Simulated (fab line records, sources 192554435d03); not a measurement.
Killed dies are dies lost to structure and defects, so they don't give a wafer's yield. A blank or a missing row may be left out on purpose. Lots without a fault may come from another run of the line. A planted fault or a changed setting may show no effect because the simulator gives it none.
fab line records | flow n5_finfet
record lots=5 wafers=15 last_day=16
route steps=1938 shown BEOL_M12@1604 PASSIVATION@1936
lots that met no fault: from a run of the same line without faults
start_h: hours from the record's first day to the start of the lot's first wafer shown | wait_h: hours since the lot's step before | " the same as in the row above | L1.1+2: a row that stands for several wafers | - no value, or no start given | * or withheld: withheld | < > ~ a bound
route shown NAME@n: a module of which the file shows steps, and the number in the route of the first | usual: mean/standard deviation of fault-free wafers | same: alike in all rows | chamber/n: place in a boat | sites: the reading at each site | _std_site: their standard deviation | _edge_site: outer sites' mean less inner sites' | radius_mm: how far each site lies from the wafer's centre | mask NAME#n: copy n | behind: the tool/chamber that last shaped the wafer | hold: why the lot was held/for how many hours/how that ended | device: the transistor (n, p or np) that didn't switch | end of line: the same wafers' tests at the end of the route | a step without rows: its recipe alone | killed: dies lost to structure and defects at the first sort, not the wafer's yield | map: a wafer's dies, x killed, . not, _ none there
set.NAME: the setting as run; set.NAME@STEP: as run at that earlier step | model.NAME: the simulator's own value behind a step, which no gauge read
lots at some steps of the route; a table a step, a row a wafer
services: from which hour (start_h, from the record's first day; less than 0 if before it) a tool's chamber was out of use, for how many hours, and why
## steps
# step N5_BEOL_M12_COAT_58
# recipe resist=BARC temp_c=205 time_s=60 spin_rpm=1500 resist_thk_nm=89
# step N5_BEOL_M12_COAT_04
# recipe spin_rpm=1625 resist_thk_nm=400
# step N5_BEOL_M12_EBR_06
# recipe solvent=PGMEA ebr_width_mm=1.5
# step N5_BEOL_M12_SOFTBAKE_05
# recipe temp_c=130 time_s=60
# step N5_BEOL_M12_EXPOSE_07
# recipe mask_id=V11 na=0.93 source_shape=conventional sigma_outer=0.6 polarization=unpolarized attpsm_phase_deg=180 dose_mj=32.5
# step N5_BEOL_M12_PEB_08
# recipe peb_temp_c=130 peb_time_s=90
# step N5_BEOL_M12_DEVELOP_09
# recipe develop_time_s=45 rinse_liquid=diw dry=air_spin dev_temp_c=21
# step N5_BEOL_M12_HARDBAKE_14
# recipe temp_c=130 time_s=120
# step N5_BEOL_M12_CD_MEAS_10
# recipe target_cd_nm=140 landing_energy_ev=500 detector=se_inlens polarity=opening
# usual cd_nm=142.0/1.9
# columns lot.wafer tool chamber start_h wait_h cd_nm
L849.2 cd_sem-01 0 284.33 - 139.7
L849.4 " 0 " " 139.0
L849.5 " 0 " " 141.4
L843.2 cd_sem-03 0 286.38 - 139.3
L843.3 " 0 " " 141.2
L843.4 " 0 " " 138.7
L853.3 cd_sem-02 0 302.90 - 140.5
L853.4 " 0 " " 142.5
L853.5 " 0 " " 139.9
L858.1 cd_sem-03 0 348.86 - 141.8
L858.5 " 0 " " 142.6
L858.6 " 0 " " 145.0
L860.1 cd_sem-02 0 357.44 - 141.8
L860.2 " 0 " " 143.4
L860.4 " 0 " " 141.2
# step N5_BEOL_M12_OVL_MEAS_11
# recipe points_per_wafer=44
# usual V11_OVL=2/5
# columns lot.wafer tool chamber start_h wait_h V11_OVL[nm]
L849.2 overlay-02 0 284.36 0.0 5
L849.4 " 0 " " 2
L849.5 " 0 " " 1
L843.2 overlay-02 0 286.41 0.0 -4
L843.3 " 0 " " 5
L843.4 " 0 " " -5
L853.3 overlay-01 0 302.92 0.0 2
L853.4 " 0 " " -9
L853.5 " 0 " " 0
L858.1 overlay-02 0 348.89 0.0 6
L858.5 " 0 " " 9
L858.6 " 0 " " 6
L860.1 overlay-01 0 357.47 0.0 2
L860.2 " 0 " " 10
L860.4 " 0 " " 6
# step N5_BEOL_M12_INSPECT_12
# recipe mode=adi inspect_instrument=macro
# usual raw_defect_count=2.0/1.3
# columns lot.wafer tool chamber start_h wait_h raw_defect_count
L849.2 defect_inspect-01 - 284.38 0.0 3
L849.4 " - " " 2
L849.5 " - " " 1
L843.2 defect_inspect-02 - 286.43 0.0 5
L843.3 " - " " 1
L843.4 " - " " 5
L853.3 defect_inspect-01 - 302.95 0.0 0
L853.4 " - " " 2
L853.5 " - " " 0
L858.1 defect_inspect-01 - 348.92 0.0 3
L858.5 " - " " 1
L858.6 " - " " 3
L860.1 defect_inspect-01 - 357.49 0.0 4
L860.2 " - " " 1
L860.4 " - " " 0
# step N5_BEOL_M12_DESCUM_15
# recipe chemistry=O2 time_s=7.9 source_power_w=50 bias_power_w=20 pressure_mtorr=20 rf_frequency_hz=2.712e+07 temp_c=40 o2_flow_sccm=225
# usual bias_power_w=19.99/0.06 chamber_pressure_mTorr=20.001/0.016 drypump_motor_current_A=5.5/0.54 oes_product_au=0.78/0.065 rf_vpp_V=243.8/1.3 showerhead_plenum_p_Torr=2.14/0.071 temp_c=40.00/0.1 throttle_valve_pct=20.60/0.18
# columns lot.wafer tool chamber start_h wait_h bias_power_w chamber_pressure_mTorr drypump_motor_current_A oes_product_au rf_hours_counter_h rf_vpp_V showerhead_plenum_p_Torr temp_c throttle_valve_pct
L849.2 rie_diel-03 3 284.42 0.0 20.05 20.004 6.3 0.94 19 244.6 2.25 40.12 20.52
L849.4 " 1 " " 20.01 19.987 5.2 0.77 153 243.1 2.10 40.06 20.58
L849.5 " 0 " " 20.04 19.987 5.7 0.71 - 245.5 2.16 40.08 20.51
L843.2 rie_diel-05 3 286.70 0.3 19.96 19.992 4.6 0.79 104 244.6 2.20 40.02 20.58
L843.3 " 1 " " 19.86 19.993 5.7 0.81 104 241.6 2.03 40.09 20.48
L843.4 " 3 " " 19.86 20.001 4.6 0.80 - 245.1 2.20 40.06 20.60
L853.3 rie_diel-05 0 302.98 0.0 19.97 19.993 6.2 0.79 114 242.8 2.04 40.18 20.82
L853.4 " 3 " " 20.04 20.006 4.6 0.79 109 243.8 2.20 40.03 20.62
L853.5 " 1 " " 19.98 20.021 5.7 0.80 - 241.9 2.02 40.01 20.50
L858.1 rie_diel-03 3 348.98 0.1 19.96 20.019 6.3 0.89 43 243.5 2.24 39.88 20.54
L858.5 " 2 " " 19.94 20.015 5.3 0.71 - 241.7 2.10 40.04 20.99
L858.6 " 0 " " 20.03 19.997 5.7 0.70 - 244.5 2.15 40.04 20.54
L860.1 rie_diel-01 3 357.65 0.2 19.97 19.994 5.3 0.67 245 243.8 2.13 40.01 20.40
L860.2 " 0 " " 19.99 19.983 6.4 0.76 153 242.9 2.08 39.85 20.25
L860.4 " 2 " " 19.95 19.987 4.9 0.67 239 244.0 2.17 39.70 20.88
# step N5_BEOL_M12_ETCH_59
# recipe chemistry=N2/H2 target=BARC target_depth_a=890 overetch_a=267 time_s=67.9 ion_energy_ev=200 pressure_mtorr=30 source_w=840 bias_w=150 n2_flow_sccm=200 h2_flow_sccm=200
# usual bias_w=149.9/0.47 chamber_pressure_mTorr=30.000/0.027 drypump_motor_current_A=5.5/0.53 oes_product_au=0.67/0.05 rf_vpp_V=525.3/2.6 showerhead_plenum_p_Torr=2.60/0.09 throttle_valve_pct=18.03/0.089
# columns lot.wafer tool chamber start_h wait_h bias_w chamber_pressure_mTorr drypump_motor_current_A oes_product_au rf_hours_counter_h rf_vpp_V showerhead_plenum_p_Torr throttle_valve_pct model.coat_of_BEOL_M12_COAT_04.thk_nm
L849.2 rie_diel-03 3 284.45 0.0 150.6 30.044 6.3 0.80 19 528.2 2.72 17.87 313.2
L849.4 " 1 " " 149.9 30.000 5.2 0.66 153 523.3 2.55 18.06 317.6
L849.5 " 0 " " 149.9 30.018 5.7 0.62 - 525.7 2.65 18.07 315.8
L843.2 rie_diel-05 3 286.74 0.0 149.8 30.008 4.6 0.68 104 527.9 2.67 17.97 318.4
L843.3 " 1 " " 150.1 30.001 5.6 0.69 104 521.1 2.47 18.09 313
L843.4 " 3 " " 150.6 30.067 4.6 0.68 - 527.7 2.67 17.96 318.8
L853.3 rie_diel-05 0 303.02 0.0 114.3 29.992 6.2 0.68 114 437.3 2.44 18.04 324.4
L853.4 " 3 " " 149.6 30.039 4.6 0.68 109 526.3 2.66 17.98 319.2
L853.5 " 1 " " 149.0 30.009 5.7 0.69 - 520.7 2.47 18.09 315.6
L858.1 rie_diel-03 3 349.01 0.0 149.8 30.032 6.3 0.76 43 528.9 2.71 17.90 313.2
L858.5 " 2 " " 150.1 30.035 5.3 0.62 - 525.5 2.52 18.20 319.2
L858.6 " 0 " " 149.4 30.012 5.7 0.60 - 526.9 2.64 18.09 315.6
L860.1 rie_diel-01 3 357.68 0.0 150.0 29.989 5.3 0.58 245 525.5 2.61 17.99 321.2
L860.2 " 0 " " 150.1 29.971 6.4 0.66 153 525.1 2.56 17.93 319.6
L860.4 " 2 " " 150.2 29.966 5.0 0.59 239 526.5 2.59 18.10 320.8
# step N5_BEOL_M12_VIA_ETCH_16
# recipe chemistry=C4F8/O2/Ar target=SiOC pressure_mtorr=30 source_w=3000 bias_w=700 Ar_flow_sccm=400 C4F8_flow_sccm=15 O2_flow_sccm=8 he_inner_torr=15 he_outer_torr=30 target_depth_a=7248 time_s=withheld ion_energy_ev=250 ends=cleared
# usual bias_w=699.8/2 chamber_pressure_mTorr=30.00/0.03 drypump_motor_current_A=5.5/0.54 oes_product_au=0.70/0.056 rf_vpp_V=667/3.1 showerhead_plenum_p_Torr=3.49/0.12 throttle_valve_pct=24.36/0.16
# columns lot.wafer tool chamber start_h wait_h bias_w chamber_pressure_mTorr drypump_motor_current_A oes_product_au rf_vpp_V showerhead_plenum_p_Torr throttle_valve_pct
L849.2 rie_diel-03 3 284.50 0.0 696.7 29.98 6.4 0.85 670 3.66 24.37
L849.4 " 1 " " 699.8 29.97 5.2 0.69 666 3.42 24.24
L849.5 " 0 " " 700.4 29.99 5.7 0.65 668 3.51 24.19
L843.2 rie_diel-05 3 286.79 0.0 703.1 29.93 4.6 0.72 670 3.59 24.38
L843.3 " 1 " " 700.6 29.99 5.6 0.72 662 3.30 24.15
L843.4 " 3 " " 700.3 30.02 4.6 0.72 670 3.59 24.41
L853.3 rie_diel-05 0 303.07 0.0 699.1 29.99 6.2 0.72 665 3.31 24.51
L853.4 " 3 " " 698.0 29.97 4.6 0.71 668 3.58 24.39
L853.5 " 1 " " 702.6 30.01 5.7 0.72 662 3.29 24.16
L858.1 rie_diel-03 3 349.06 0.0 701.5 30.01 6.4 0.81 673 3.65 24.41
L858.5 " 2 " " 696.0 30.04 5.3 0.65 664 3.43 24.76
L858.6 " 0 " " 700.1 30.06 5.7 0.63 668 3.50 24.22
L860.1 rie_diel-01 3 357.73 0.0 699.9 29.99 5.3 0.61 668 3.51 24.28
L860.2 " 0 " " 702.4 30.02 6.4 0.69 666 3.41 24.07
L860.4 " 2 " " 699.6 30.00 5.0 0.62 668 3.50 24.52
# step N5_PASSIVATION_PROBE_49
# usual defect_limited_yield=91.7/1.5 killed_at_M0_to_M3=32/10 killed_at_M4_up=14/5.3 killed_at_contacts=13/5.7 killed_at_front_end=37/10 killed_at_other=3.3/2.5 killed_dies=98/18 killed_on_rim=13/3.6 killed_open=65/13 killed_short=31/7.5 sort_bin_5_function=4.9/0.91 sort_bin_6_memory=3.1/0.71 sort_bin_8_speed=0.00/0.017 sort_n_pass=1082/18
# same gross_dies=1180 killed_at_back_side=0 sort_bin_4_leakage[%]=0
# columns lot.wafer tool chamber start_h wait_h defect_limited_yield[%] killed_at_M0_to_M3 killed_at_M4_up killed_at_contacts killed_at_front_end killed_at_other killed_dies killed_on_rim killed_open killed_short sort_bin_5_function[%] sort_bin_6_memory[%] sort_bin_8_speed[%] sort_n_pass
L849.2 prober-02 - 327.95 0.1 92.9 23 10 13 34 4 84 14 61 22 4.0 2.7 0.08 1096
L849.4 prober-02 - 328.05 0.2 92.5 29 18 17 21 4 89 9 64 24 5.0 2.5 0 1091
L849.5 prober-02 - 328.10 0.2 94.6 27 9 6 19 3 64 12 41 21 3.1 2.3 0 1116
L843.2 prober-01 - 331.82 0.1 89.2 18 18 17 74 1 128 17 88 36 6.5 3.8 0 1052
L843.3 prober-01 - 331.87 0.1 91.7 41 16 10 30 1 98 16 66 31 4.8 3.3 0 1082
L843.4 prober-01 - 331.92 0.2 92.3 20 21 16 33 1 91 13 54 32 4.9 2.2 0 1089
L858.1 prober-01 - 386.55 0.0 91.7 34 14 7 40 3 98 12 61 34 5.1 3.1 0 1082
L858.5 prober-01 - 386.75 0.2 92.5 29 10 4 42 3 88 15 52 31 4.2 2.7 0 1092
L858.6 prober-01 - 386.80 0.3 92.0 28 12 9 41 4 94 18 53 36 4.6 3.0 0 1086
# killed by level:class
L849.2 MOL_CONTACT_COAG:geometric_particle:open=11 FIN_SAQP:geometric_particle:open=9 BEOL_M0_SAQP:geometric_particle:open=7 GATE_CUT:geometric_particle:open=6 DUMMY_GATE:geometric_particle:open=5 BEOL_M0_SAQP:geometric_particle:short=4 BEOL_M4:geometric_particle:open=4 STARTING-WAFER:geometric_particle:open=4
L849.4 MOL_CONTACT_COAG:geometric_particle:open=12 BEOL_M4:geometric_particle:open=11 BEOL_M2:geometric_particle:open=10 BEOL_M3:geometric_particle:open=7 MOL_CONTACT_COAG:geometric_particle:short=5 GATE_CUT:geometric_particle:short=4 BEOL_M0_SAQP:geometric_particle:short=4 BEOL_M0_SAQP:geometric_particle:open=4
L849.5 BEOL_M0_SAQP:geometric_particle:open=6 BEOL_M2:geometric_particle:open=6 MOL_CONTACT_COAG:geometric_particle:open=4 BEOL_M0_SAQP:geometric_particle:short=4 DUMMY_GATE:geometric_particle:open=3 BEOL_M1:geometric_particle:short=3 BEOL_M3:geometric_particle:open=3 FIN_SAQP:geometric_particle:open=2
L843.2 STI_FIN_REVEAL:geometric_particle:open=28 MOL_CONTACT_COAG:geometric_particle:open=13 FIN_SAQP:geometric_particle:open=11 DUMMY_GATE:geometric_particle:open=11 FIN_SAQP:geometric_particle:short=9 STI_FIN_REVEAL:geometric_particle:short=7 BEOL_M4:geometric_particle:open=7 MOL_CONTACT_COAG:geometric_particle:short=4
L843.3 BEOL_M0_SAQP:geometric_particle:open=13 BEOL_M1:geometric_particle:open=10 BEOL_M4:geometric_particle:open=9 FIN_SAQP:geometric_particle:open=7 DUMMY_GATE:geometric_particle:open=7 MOL_CONTACT_COAG:geometric_particle:open=7 BEOL_M0_SAQP:geometric_particle:short=7 DUMMY_GATE:geometric_particle:short=4
L843.4 MOL_CONTACT_COAG:geometric_particle:open=11 BEOL_M4:geometric_particle:open=10 STI_FIN_REVEAL:geometric_particle:open=6 STI_FIN_REVEAL:geometric_particle:short=5 MOL_CONTACT_COAG:geometric_particle:short=5 HKMG_FIN:area_etch=5 BEOL_M0_SAQP:geometric_particle:short=4 BEOL_M0_SAQP:geometric_particle:open=4
L858.1 FIN_SAQP:geometric_particle:short=11 DUMMY_GATE:geometric_particle:open=9 FIN_SAQP:geometric_particle:open=7 MOL_CONTACT_COAG:geometric_particle:open=5 BEOL_M0_SAQP:geometric_particle:open=5 BEOL_M1:geometric_particle:open=5 BEOL_M2:geometric_particle:open=5 STI_FIN_REVEAL:geometric_particle:open=4
L858.5 FIN_SAQP:geometric_particle:short=13 FIN_SAQP:geometric_particle:open=10 BEOL_M0_SAQP:geometric_particle:open=9 BEOL_M2:geometric_particle:open=9 DUMMY_GATE:geometric_particle:open=5 BEOL_M0_SAQP:geometric_particle:short=5 MOL_CONTACT_COAG:geometric_particle:open=3 BEOL_M3:geometric_particle:open=3
L858.6 FIN_SAQP:geometric_particle:open=13 FIN_SAQP:geometric_particle:short=8 BEOL_M0_SAQP:geometric_particle:open=8 BEOL_M0_SAQP:geometric_particle:short=7 MOL_CONTACT_COAG:geometric_particle:open=6 STARTING-WAFER:geometric_particle:short=4 DUMMY_GATE:geometric_particle:open=3 MOL_CONTACT_COAG:geometric_particle:short=3
## services
# columns tool chamber start_h hours kind
rie_diel-01 1 263.76 3.0 repair
rie_diel-05 1 270.84 14.1 repair
rie_diel-01 - 322.39 0.2 repair
rie_diel-03 1 336.08 13.1 repair
## key
first_sign step=N5_BEOL_M12_ETCH_59 reading=bias_w direction=down sigmas=76 usual=* struck=*
effect step=N5_BEOL_M12_ETCH_59 reading=rf_vpp_V direction=down sigmas=34 usual=525.3 struck=437.3
model_effect step=N5_BEOL_M12_ETCH_59 value=coat_of_BEOL_M12_COAT_04.thk_nm without=319.6 struck=324.4
met_at N5_BEOL_M12_ETCH_59
struck_wafers L853.3
fault kind=process_parameter_drift tool=rie_diel-05 chamber=0 onset_h=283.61 steps=N5_BEOL_M12_ETCH_59 channel=bias_w offset=* shape=step end_h=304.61 acts_in=* stated=*
